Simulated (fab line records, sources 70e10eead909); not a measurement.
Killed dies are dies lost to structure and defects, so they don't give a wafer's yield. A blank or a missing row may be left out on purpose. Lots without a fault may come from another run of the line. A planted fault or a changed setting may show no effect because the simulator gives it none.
Problem report in the 8D (eight disciplines) form, filled by code | flow nand_harc | the parts of the form that need people (team, actions taken, sign-off) are left out

1. THE PROBLEM
killed_at_array at NHARC_END_SORT_01 reads a mean of 142 on 3 wafers of 1 lot; wafers without a fault read 57 with a standard deviation of 20. That is +4.2 standard deviations from the usual mean.
First seen on wafer L712.4, day 30 10:13, on prober-02. The record holds 27 wafers of 9 lots with a number at this step. Rule for "out", or "out of limits": more than 4 standard deviations from the usual mean. The other wafers with a number count as sound.

2. WHAT IT IS AND WHAT IT IS NOT
question                    | is                     | is not
which readings at this step | killed_at_array        | killed_at_other, killed_at_periphery, killed_open, killed_short
which lots                  | L712                   | L701, L702, L705, L706, L707, L708, L709, L710
which wafers of those lots  | all that have a number | -
read on which gauges        | prober-02              | prober-01
when                        | from day 30 10:13      | up to then (24 sound wafers)

3. SUSPECTS, AND WHAT RULES EACH OUT
Counting: a tool at a process step up to the reading stays a suspect if it ran every lot that is out and no sound lot after the first of them.
- the gauge at NHARC_END_SORT_01: kept. All the wafers that are out were read on prober-02, and no step on other tools shows them out.
- rie_diel-06 at NHARC_A_BONDPAD_ETCH_12 (etches the open film in CHF3/O2, target depth 220 nm, time 110 s): kept. It ran the lot that is out, L712 (day 29 01:45), and no sound lot after that; its last sound lot up to then is L710 (day 27 22:29).
- plasma_asher-01 at NHARC_THIN_TSV_STRIP_62 (strips in N2/H2, time 20 s): kept. It ran the lot that is out, L712 (day 29 19:22), and no sound lot after that; its last sound lot up to then is L707 (day 28 02:06).
Left after counting: rie_diel-06 at NHARC_A_BONDPAD_ETCH_12, plasma_asher-01 at NHARC_THIN_TSV_STRIP_62, prober-02 at NHARC_END_SORT_01.

4. THE CAUSE (what the simulator had put in)
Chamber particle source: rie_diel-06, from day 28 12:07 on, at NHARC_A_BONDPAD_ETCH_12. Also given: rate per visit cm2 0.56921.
Counting left 3 suspects, and this tool is among them.

5. THE CHAIN OF EFFECTS, in route order
Each row: a reading whose mean over the struck wafers that have a number lies more than 3 standard deviations from the usual. Only readings for which the record gives a usual standard deviation are gone through. hours: the time from each lot's start at the first step in this table that gives one to its start at this step, as a median over the lots. sigmas: the change in usual standard deviations.
hours | step              | reading              | usual | on struck wafers | change | sigmas
0     | NHARC_END_SORT_01 | defect_limited_yield | 91 %  | 79               | -12    | -4.0
0     | NHARC_END_SORT_01 | killed_at_array      | 57    | 142              | +85    | +4.2
0     | NHARC_END_SORT_01 | killed_dies          | 62    | 145              | +83    | +4.0

6. WHAT WOULD HAVE CAUGHT IT SOONER
In this record the first reading out of limits at a measuring or inspecting step was taken at day 30 10:13, 46 hours after the fault began at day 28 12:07.
Of the tool readings at NHARC_A_BONDPAD_ETCH_12 for which the record gives a usual standard deviation, none was out on any struck wafer, so an alarm limit of 4 standard deviations on them would not have fired.
All the lots that are out (1) had begun NHARC_A_BONDPAD_ETCH_12 on rie_diel-06 by day 30 10:13. A hold on the tool at that time would have spared none of them.
